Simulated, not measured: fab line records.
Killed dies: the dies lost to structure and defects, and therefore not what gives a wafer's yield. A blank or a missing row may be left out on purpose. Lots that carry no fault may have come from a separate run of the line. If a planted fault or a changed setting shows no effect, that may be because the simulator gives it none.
Chamber matching    flow n5_finfet    N5_GATE_CUT_CMP_02 on cmp-02: 4 sister chambers
The step polishes, stops on SiO2, t overpolish 12.7 s, target thk 0 nm. 18 wafers are shown with their chamber, then 9 later ones without.

WAFERS PAIRED WITH THEIR CHAMBERS
wafer   chamber  motor_current_A (A)  time_to_endpoint_s (s)  overpolish_run_s (s)
L077.1  2        8.7                  20.5                    12.685
L077.2  0        8.6                  20.2                    12.707
L077.3  1        9.6                  26.7                    12.697
L079.3  2        8.8                  21.9                    12.707
L079.5  0        8.0                  22.2                    12.705
L079.6  1        9.6                  27.0                    12.702
L081.3  0        8.6                  23.5                    12.690
L081.4  3        9.4                  23.8                    12.689
L081.5  0        8.7                  20.0                    12.703
L086.2  0        8.6                  20.3                    12.694
L086.4  3        9.6                  23.9                    12.696
L086.5  0        8.9                  16.3                    12.709
L087.1  0        8.7                  21.1                    12.718
L087.4  2        8.6                  21.8                    12.700
L087.5  1        9.4                  27.1                    12.688
L089.1  0        8.6                  22.6                    12.711
L089.4  2        8.6                  23.4                    12.702
L089.6  1        9.4                  25.3                    12.699

SIGNATURES (averages over the wafers above)
reading             chamber 0  chamber 1  chamber 2  chamber 3  scatter within a chamber
motor_current_A     8.588      9.500      8.675      9.500      0.199
time_to_endpoint_s  20.775     26.525     21.900     23.850     1.7
overpolish_run_s    12.70463   12.69650   12.69850   12.69250   0.00835
Rule: a wafer's distance from a chamber is the root of the sum, over the readings, of the square of ((its reading less the chamber's mean) divided by the reading's scatter). If the next closest chamber is less than 2 further off than the closest, the wafer can't be placed; otherwise it belongs to the closest. The scatter is the square root of a quotient: the sum, over the shown wafers, of each reading's squared deviation from its chamber's mean, divided by wafers minus chambers.

WAFERS WITHOUT THEIR CHAMBER
wafer   motor_current_A (A)  time_to_endpoint_s (s)  overpolish_run_s (s)
L094.1  8.0                  21.5                    12.707
L094.4  9.8                  26.6                    12.704
L094.5  8.5                  22.1                    12.708
L095.1  8.7                  19.5                    12.701
L095.3  9.2                  23.0                    12.703
L095.4  9.1                  20.5                    12.693
L096.3  9.2                  23.4                    12.700
L096.4  8.7                  21.6                    12.698
L096.6  8.9                  23.8                    12.716

THE CHAMBER EACH PASSED THROUGH
wafer   from the rows above                in truth
L094.1  can't be placed: 0 or 2            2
L094.4  can't be placed: 1 or 3            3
L094.5  can't be placed: 0 or 2            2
L095.1  can't be placed: 0 or 2            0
L095.3  can't be placed: 3 or 1 or 2 or 0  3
L095.4  can't be placed: 2 or 3 or 0 or 1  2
L096.3  can't be placed: 3 or 1 or 2 or 0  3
L096.4  can't be placed: 2 or 0            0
L096.6  can't be placed: 2 or 0 or 3 or 1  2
0 of 9 placed correctly. Not placeable from these rows: 9 (in 9, the candidates include the true chamber). Wrongly placed: 0.
